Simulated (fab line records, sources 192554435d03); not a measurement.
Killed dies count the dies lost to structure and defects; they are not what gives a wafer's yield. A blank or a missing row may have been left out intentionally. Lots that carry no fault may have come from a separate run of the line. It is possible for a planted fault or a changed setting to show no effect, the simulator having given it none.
Matching of chambers || flow n5Finfet || 4 sister chambers for N5_BEOL_M10_ETCH_62 on rieDiel-06
The step etches SOC in N2/H2, target depth 110 nm, overetch 22 nm, time 165 s. 18 wafers are shown with their chamber, then 9 later ones without.

EACH WAFER AND ITS CHAMBER
{"wafer": "L075.3", "chamber": 0, "drypumpMotorCurrentA (A)": 5.7, "showerheadPlenumPTorr (Torr)": 2.43, "throttleValvePct (%)": 17.50}
{"wafer": "L075.4", "chamber": 1, "drypumpMotorCurrentA (A)": 5.8, "showerheadPlenumPTorr (Torr)": 2.49, "throttleValvePct (%)": 17.95}
{"wafer": "L075.6", "chamber": 2, "drypumpMotorCurrentA (A)": 4.9, "showerheadPlenumPTorr (Torr)": 2.58, "throttleValvePct (%)": 18.08}
{"wafer": "L077.1", "chamber": 3, "drypumpMotorCurrentA (A)": 6.0, "showerheadPlenumPTorr (Torr)": 2.50, "throttleValvePct (%)": 17.73}
{"wafer": "L077.3", "chamber": 2, "drypumpMotorCurrentA (A)": 4.9, "showerheadPlenumPTorr (Torr)": 2.58, "throttleValvePct (%)": 18.07}
{"wafer": "L077.6", "chamber": 1, "drypumpMotorCurrentA (A)": 5.8, "showerheadPlenumPTorr (Torr)": 2.48, "throttleValvePct (%)": 17.97}
{"wafer": "L078.1", "chamber": 2, "drypumpMotorCurrentA (A)": 4.9, "showerheadPlenumPTorr (Torr)": 2.57, "throttleValvePct (%)": 18.10}
{"wafer": "L078.4", "chamber": 0, "drypumpMotorCurrentA (A)": 5.8, "showerheadPlenumPTorr (Torr)": 2.42, "throttleValvePct (%)": 17.53}
{"wafer": "L078.5", "chamber": 3, "drypumpMotorCurrentA (A)": 6.0, "showerheadPlenumPTorr (Torr)": 2.49, "throttleValvePct (%)": 17.74}
{"wafer": "L088.1", "chamber": 2, "drypumpMotorCurrentA (A)": 4.9, "showerheadPlenumPTorr (Torr)": 2.57, "throttleValvePct (%)": 18.12}
{"wafer": "L088.2", "chamber": 0, "drypumpMotorCurrentA (A)": 5.7, "showerheadPlenumPTorr (Torr)": 2.42, "throttleValvePct (%)": 17.53}
{"wafer": "L088.3", "chamber": 3, "drypumpMotorCurrentA (A)": 6.0, "showerheadPlenumPTorr (Torr)": 2.48, "throttleValvePct (%)": 17.78}
{"wafer": "L092.2", "chamber": 0, "drypumpMotorCurrentA (A)": 5.7, "showerheadPlenumPTorr (Torr)": 2.41, "throttleValvePct (%)": 17.56}
{"wafer": "L092.4", "chamber": 1, "drypumpMotorCurrentA (A)": 5.8, "showerheadPlenumPTorr (Torr)": 2.47, "throttleValvePct (%)": 17.58}
{"wafer": "L092.6", "chamber": 3, "drypumpMotorCurrentA (A)": 6.0, "showerheadPlenumPTorr (Torr)": 2.48, "throttleValvePct (%)": 17.79}
{"wafer": "L093.2", "chamber": 3, "drypumpMotorCurrentA (A)": 6.0, "showerheadPlenumPTorr (Torr)": 2.48, "throttleValvePct (%)": 17.79}
{"wafer": "L093.3", "chamber": 0, "drypumpMotorCurrentA (A)": 5.7, "showerheadPlenumPTorr (Torr)": 2.41, "throttleValvePct (%)": 17.55}
{"wafer": "L093.6", "chamber": 0, "drypumpMotorCurrentA (A)": 5.7, "showerheadPlenumPTorr (Torr)": 2.41, "throttleValvePct (%)": 17.55}

SIGNATURES, as means of the wafers listed above
{"reading": "drypumpMotorCurrentA", "chamber 0": 5.717, "chamber 1": 5.800, "chamber 2": 4.900, "chamber 3": 6.000, "scatter within a chamber": 0.0244}
{"reading": "showerheadPlenumPTorr", "chamber 0": 2.4167, "chamber 1": 2.4800, "chamber 2": 2.5750, "chamber 3": 2.4860, "scatter within a chamber": 0.00825}
{"reading": "throttleValvePct", "chamber 0": 17.5367, "chamber 1": 17.8333, "chamber 2": 18.0925, "chamber 3": 17.7660, "scatter within a chamber": 0.086}
Rule: a wafer's distance from a chamber is the root of the sum, over the readings, of the square of ((its reading less the chamber's mean) divided by the reading's scatter). The wafer belongs to the nearest chamber; if the next one is less than 2 further off, it can't be placed. How the scatter is found: for the shown wafers, subtract from each reading the mean of its chamber, square and add these, divide the total by (wafers less chambers), then take the root.

WAFERS WHOSE CHAMBER IS MISSING
{"wafer": "L094.1", "drypumpMotorCurrentA (A)": 6.0, "showerheadPlenumPTorr (Torr)": 2.48, "throttleValvePct (%)": 17.79}
{"wafer": "L094.2", "drypumpMotorCurrentA (A)": 5.7, "showerheadPlenumPTorr (Torr)": 2.41, "throttleValvePct (%)": 17.56}
{"wafer": "L094.4", "drypumpMotorCurrentA (A)": 5.8, "showerheadPlenumPTorr (Torr)": 2.47, "throttleValvePct (%)": 17.62}
{"wafer": "L095.4", "drypumpMotorCurrentA (A)": 5.7, "showerheadPlenumPTorr (Torr)": 2.41, "throttleValvePct (%)": 17.57}
{"wafer": "L095.5", "drypumpMotorCurrentA (A)": 4.9, "showerheadPlenumPTorr (Torr)": 2.56, "throttleValvePct (%)": 18.15}
{"wafer": "L095.6", "drypumpMotorCurrentA (A)": 5.7, "showerheadPlenumPTorr (Torr)": 2.47, "throttleValvePct (%)": 17.61}
{"wafer": "L096.1", "drypumpMotorCurrentA (A)": 6.0, "showerheadPlenumPTorr (Torr)": 2.48, "throttleValvePct (%)": 17.81}
{"wafer": "L096.3", "drypumpMotorCurrentA (A)": 4.9, "showerheadPlenumPTorr (Torr)": 2.56, "throttleValvePct (%)": 18.17}
{"wafer": "L096.5", "drypumpMotorCurrentA (A)": 5.7, "showerheadPlenumPTorr (Torr)": 2.47, "throttleValvePct (%)": 17.63}

THE CHAMBER EACH PASSED THROUGH
{"wafer": "L094.1", "from the rows above": 3, "in truth": 3}
{"wafer": "L094.2", "from the rows above": 0, "in truth": 0}
{"wafer": "L094.4", "from the rows above": 1, "in truth": 1}
{"wafer": "L095.4", "from the rows above": 0, "in truth": 0}
{"wafer": "L095.5", "from the rows above": 2, "in truth": 2}
{"wafer": "L095.6", "from the rows above": "can't be placed: 1 or 0", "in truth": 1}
{"wafer": "L096.1", "from the rows above": 3, "in truth": 3}
{"wafer": "L096.3", "from the rows above": 2, "in truth": 2}
{"wafer": "L096.5", "from the rows above": "can't be placed: 1 or 0", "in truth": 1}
7 of 9 placed correctly. Unplaceable from these rows: 2, with the true chamber sitting among the candidates in 2. Number placed wrongly: 0.
